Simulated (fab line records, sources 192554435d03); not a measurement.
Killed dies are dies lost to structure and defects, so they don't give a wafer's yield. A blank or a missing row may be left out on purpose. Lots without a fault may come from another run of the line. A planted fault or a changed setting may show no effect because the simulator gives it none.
Split-lot experiment | flow n5_finfet | 7 lots, 21 wafers read, on a route of 1938 steps

THE SPLIT
At N5_PASSIVATION_ETCH_15 (etches SiCN in CF4/N2, target depth 75 nm, time 81.2 s), the setting bias_w was moved away from the recipe's 70 W on 6 of the 21 wafers read, by -14.8% to +14.6%. The other wafers ran this setting at the recipe's value.

The reading is taken at the split's own step.

THE READING
rf_vpp_V, in V, at N5_PASSIVATION_ETCH_15 (etches SiCN in CF4/N2, target depth 75 nm, time 81.2 s). Fault-free wafers of this fab line usually give 381.7 V, standard deviation 1.7 V.

wafer  | tool, chamber at the split | bias_w as run, W | against the recipe | rf_vpp_V, V | against lot-mates on the recipe
L079.1 | rie_diel-04, 0             | 70               | recipe             | 385.4       | -
L079.2 | rie_diel-04, 1             | 63.42            | -9.4%              | 360.6       | -23.0
L079.5 | rie_diel-04, 2             | 70               | recipe             | 381.9       | -
L088.2 | rie_diel-04, 0             | 70               | recipe             | 383.8       | -
L088.4 | rie_diel-04, 2             | 70               | recipe             | 381.5       | -
L088.6 | rie_diel-04, 0             | 59.66            | -14.8%             | 345.5       | -37.1
L094.1 | rie_diel-04, 2             | 70               | recipe             | 380.7       | -
L094.4 | rie_diel-04, 0             | 65.05            | -7.1%              | 365.4       | -15.5
L094.6 | rie_diel-04, 3             | 70               | recipe             | 381.1       | -
L090.1 | rie_diel-01, 2             | 63.3             | -9.6%              | 358.1       | -22.9
L090.3 | rie_diel-01, 3             | 63.3             | -9.6%              | 356.5       | -24.5
L090.5 | rie_diel-01, 3             | 70               | recipe             | 381.0       | -
L096.1 | rie_diel-01, 1             | 70               | recipe             | 385.5       | -
L096.3 | rie_diel-01, 0             | 70               | recipe             | 382.4       | -
L096.6 | rie_diel-01, 1             | 80.24            | +14.6%             | 420.5       | +36.6
L092.1 | rie_diel-04, 2             | 70               | recipe             | 380.6       | -
L092.2 | rie_diel-04, 0             | 70               | recipe             | 382.4       | -
L092.3 | rie_diel-04, 1             | 70               | recipe             | 384.5       | -
L095.1 | rie_diel-04, 2             | 70               | recipe             | 381.4       | -
L095.2 | rie_diel-04, 1             | 70               | recipe             | 384.2       | -
L095.6 | rie_diel-04, 2             | 70               | recipe             | 380.9       | -

THE FIT
A straight line over all 21 wafers: rf_vpp_V changes by +2.54 V for each +1% of bias_w; r = +0.99; the points scatter about the line by 1.6 V.
The same after taking each lot's own level away (the mean of its wafers on the recipe; 21 wafers): +2.48 V for each +1%; r = +1.00; scatter 1.3 V.
On that fit, the largest move of bias_w shifts the reading by 37 V.
The lots' own levels span 380.90 to 383.95 V, that is 1.8 times the standard deviation above.
So the lot-to-lot level changes the slope little: the two slopes agree.
Check: with one of the wafers moved furthest among these (-14.8%) left out of the fit, the line predicts -36.2 V for it against its lot-mates. It came out at -37.1 V against them.
Tool readings at the split's step, against how far the setting was moved: rf_vpp_V r = +0.99.

OTHER SPLITS ON THESE WAFERS
These wafers also went through other splits before the reading. Each is held against what the fit with the lots' levels taken away leaves over:
other split on the same wafers        | wafers away from the commonest value | r with rf_vpp_V (lot level and that fit taken away)
N5_BEOL_M14_DEVELOP_27 develop_time_s | 11                                   | -0.26
N5_MIM_TOP_LITHO_EXPOSE_05 dose_mj    | 9                                    | +0.10

THE FILE'S OWN FIT
rf_vpp_V changes by +2.47 V for each +1% of bias_w, r = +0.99.
